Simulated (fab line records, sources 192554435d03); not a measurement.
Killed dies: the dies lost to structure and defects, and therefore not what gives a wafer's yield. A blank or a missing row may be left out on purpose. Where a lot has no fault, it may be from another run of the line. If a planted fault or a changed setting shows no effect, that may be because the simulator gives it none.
Chamber matching | flow n5 finfet | N5_BEOL_M0_TRENCH_ETCH_107 on rie diel-04 has 4 sister chambers
The step etches SiOC in C4F6/O2, target depth 32.8 nm, time 16.4 s. 8 wafers are shown with their chamber, then 7 later ones without.

WAFERS PAIRED WITH THEIR CHAMBERS
wafer  | chamber | throttle valve pct (%) | rf vpp V (V)
L083.1 | 2       | 21.32                  | 674
L086.1 | 0       | 20.74                  | 663
L086.4 | 3       | 20.63                  | 677
L088.2 | 3       | 20.65                  | 677
L088.4 | 0       | 20.74                  | 664
L088.5 | 1       | 20.52                  | 656
L090.1 | 1       | 20.54                  | 655
L090.4 | 2       | 21.35                  | 672

WAFERS WHOSE CHAMBER IS MISSING
wafer  | throttle valve pct (%) | rf vpp V (V)
L090.5 | 20.54                  | 657
L091.1 | 21.36                  | 672
L091.4 | 21.35                  | 672
L091.6 | 20.78                  | 662
L095.1 | 20.79                  | 663
L095.2 | 20.56                  | 656
L095.4 | 20.67                  | 676

EACH ONE'S CHAMBER
wafer  | from the rows above | in truth
L090.5 | 1                   | 1
L091.1 | 2                   | 2
L091.4 | 2                   | 2
L091.6 | 0                   | 0
L095.1 | 0                   | 0
L095.2 | 1                   | 1
L095.4 | 3                   | 3
Correct placement for 7 of the 7. From these rows, 0 cannot be placed. 0 placed wrongly.
How it was worked out, from the rows above alone: a wafer's distance from a chamber is the root of the sum, over the readings, of the square of ((its reading less the chamber's mean) divided by the reading's scatter). If the next closest chamber is less than 2 further off than the closest, the wafer can't be placed; otherwise it belongs to the closest. The mean given for a chamber averages the wafers shown for that chamber. The scatter: the root of (the sum of the squares of (reading less its chamber's mean) over the shown wafers, divided by (wafers less chambers)).
